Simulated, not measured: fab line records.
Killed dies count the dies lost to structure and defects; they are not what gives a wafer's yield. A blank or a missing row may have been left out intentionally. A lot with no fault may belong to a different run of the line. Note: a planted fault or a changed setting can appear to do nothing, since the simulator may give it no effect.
Chamber matching	flow nandHarc	NHARC_A_CONTACT_DEP_85 on pecvd-04 has 3 sister chambers
The step deposits SiON, target thk 60 nm. 3 wafers are shown with their chamber, then 9 later ones without.

WAFERS PAIRED WITH THEIR CHAMBERS
wafer	chamber	heaterPowerW (W)
L081.5	0	792
L087.3	2	614
L087.5	1	622

WAFERS WITH NO CHAMBER GIVEN
wafer	heaterPowerW (W)
L090.2	883
L090.3	642
L090.4	682
L094.1	722
L094.2	580
L094.4	870
L096.2	709
L096.5	731
L096.6	815

EACH ONE'S CHAMBER
wafer	from the rows above	in truth
L090.2	0	0
L090.3	can't be placed: 1 or 2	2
L090.4	can't be placed: 1 or 2 or 0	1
L094.1	can't be placed: 0 or 1 or 2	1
L094.2	can't be placed: 2 or 1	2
L094.4	0	0
L096.2	can't be placed: 0 or 1 or 2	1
L096.5	can't be placed: 0 or 1 or 2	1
L096.6	0	0
3 of 9 placed correctly. Unplaceable from these rows: 6, with the true chamber sitting among the candidates in 6. 0 placed wrongly.
How it was worked out, from the rows above alone: a wafer's distance from a chamber is the root of the sum, over the readings, of the square of ((its reading less the chamber's mean) divided by the reading's scatter). If the next closest chamber is less than 2 further off than the closest, the wafer can't be placed; otherwise it belongs to the closest. Each chamber's mean is taken over the wafers shown for it. The scatter (one wafer shown for each chamber): square how far every hidden wafer sits from the nearest shown wafer, average those squares and take the square root.
